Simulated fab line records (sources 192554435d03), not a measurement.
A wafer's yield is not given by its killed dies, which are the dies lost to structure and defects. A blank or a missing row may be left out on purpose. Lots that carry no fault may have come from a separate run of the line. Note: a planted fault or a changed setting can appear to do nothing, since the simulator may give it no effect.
Struck lot and sound lot, side by side -- flow n5-finfet -- 19 out of 1938 route steps
Sound: these wafers, L190.2, L190.3, L190.5. Struck: wafer L198.2. (L198.1, L198.3 of the same lot were not struck and are left out.) The cause comes at the end.
Each step with rows lists, per side, the tool, then ch with its chambers, then its first start. Under that, the readings that differ: sound wafers -- struck wafers -- difference of the means -- sigmas: that difference in standard deviations of wafers without a fault.
alike: readings with means less than 2 such deviations apart, plus words and numbers identical on both sides. not compared: withheld readings, readings lacking a value on some wafer, bounds such as >300 that could conceal the same value, and numbers that have no deviation in the record and whose values overlap.
The two part at a step that has a row with sigmas, a row that says differs or no value, or rows on one side only. Numbers that have no deviation but don't overlap get no sigmas and don't part them. Lack of a reading on every wafer of one side parts them only where that side has two or more wafers.

N5_BEOL_M13_ETCH_67: etches SiARC in CF4, target depth 143 nm, time 238.3 s.
  sound on rie-diel-03 ch 1,2,3, day 11 16:47; struck on rie-diel-02 ch 2, day 13 22:15
  alike: cf4-flow-sccm, chamber-pressure-mTorr, drypump-motor-current-A, etch-rf-on-time-s, oes-product-au, rf-vpp-V, showerhead-plenum-p-Torr, throttle-valve-pct
  not compared: rf-hours-counter-h
then, 4 steps without rows for these wafers: N5_BEOL_M13_ETCH_68 (etches SOC in N2/H2, time 355 s); N5_BEOL_M13_STRIP_69 (strips in N2/H2); N5_BEOL_M13_TRENCH_ETCH_34 (etches SiOC in C4F8/O2/Ar, target depth 413.47 nm, time 162.6 s); N5_BEOL_M13_STRIP_70 (strips in C4F8/O2/Ar).
N5_BEOL_M13_OCD_MEAS_35:
  struck on ocd-01, day 13 22:47; sound on ocd-02, day 11 17:19
  alike: trench-depth-nm
then, 1 step without rows for these wafers: N5_BEOL_M13_STRIP_37 (strips in N2/H2).
N5_BEOL_M13_ETCH_38: etches SiCN in CF4/N2, target depth 67.5 nm, time 71.9 s.
  sound on rie-diel-03 ch 0,3, day 11 20:52; struck on rie-diel-02 ch 1, day 14 00:34
  alike: cf4-flow-sccm, chamber-pressure-mTorr, drypump-motor-current-A, oes-product-au, rf-vpp-V, showerhead-plenum-p-Torr, throttle-valve-pct
  not compared: rf-hours-counter-h
then, 2 steps without rows for these wafers: N5_BEOL_M13_PRECLEAN_39 (cleans in residue remover, time 60 s); N5_BEOL_M13_SRD_40 (time 30 s, dry time 30 s).
N5_BEOL_M13_DEGAS_41: time 60 s.
  struck on pvd-sputter-01, day 14 00:56; sound on pvd-sputter-01, day 11 21:11
  alike: heater-power-w, susceptor-temp-C
then, 1 step without rows for these wafers: N5_BEOL_M13_PRE_CLEAN_42 (time 30 s).
N5_BEOL_M13_SPUTTER_43: material TaN, target thk 15 nm, time 24.19 s.
  struck on pvd-sputter-01, day 14 01:01; sound on pvd-sputter-01, day 11 21:16
reading,sound,struck,difference,sigmas
cathode-dc-power-W (W),15001 14997 14994,17478,+2481,+99 or more
model.TaN_of_BEOL_M13_SPUTTER_43.thk-nm (nm),14.8 14.6 14.8,17.2,+2.5,
  alike: susceptor-temp-C, throttle-valve-pct
N5_BEOL_M13_SPUTTER_44: material Ta, target thk 10 nm, time 16.13 s.
  struck on pvd-sputter-01, day 14 01:06; sound on pvd-sputter-01, day 11 21:21
  alike: cathode-dc-power-W, susceptor-temp-C, throttle-valve-pct
N5_BEOL_M13_SPUTTER_45: material Cu, target thk 80 nm, time 13.33 s.
  struck on pvd-sputter-01, day 14 01:11; sound on pvd-sputter-01, day 11 21:26
  alike: cathode-dc-power-W, susceptor-temp-C, throttle-valve-pct
then, 2 steps without rows for these wafers: N5_BEOL_M13_ECD_47 (material Cu, target thk 936 nm); N5_BEOL_M13_ANNEAL_48 (time 90 s).
N5_BEOL_M13_CMP_49: polishes, stops on SiOC, t overpolish 17.1 s, target thk 420 nm.
  sound on cmp-04 ch 0,2,3, day 11 22:26; struck on cmp-04 ch 1, day 14 02:06
reading,sound,struck,difference,sigmas
barrier-field-endpoint-s (s),30.7 30.5 30.2,34.8,+4.3,+5
platen-rpm (rpm),50.01 50.02 49.97,50.08,+0.08,+2
  alike: motor-current-A
N5_BEOL_M13_THK_MEAS_50: measures by xrf.
  struck on film-metro-01, day 14 02:23; sound on film-metro-01, day 11 22:44
  alike: M13_THK

## WHERE THEY PART
Last at N5_BEOL_M13_CMP_49 as far as this record goes, first at N5_BEOL_M13_SPUTTER_43. Later steps at which nothing parts them and some readings are alike: N5_BEOL_M13_THK_MEAS_50.

WHY: the cause the simulator had injected
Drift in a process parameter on pvd-sputter-01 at N5_BEOL_M13_SPUTTER_43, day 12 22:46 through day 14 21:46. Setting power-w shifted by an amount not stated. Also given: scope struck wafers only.
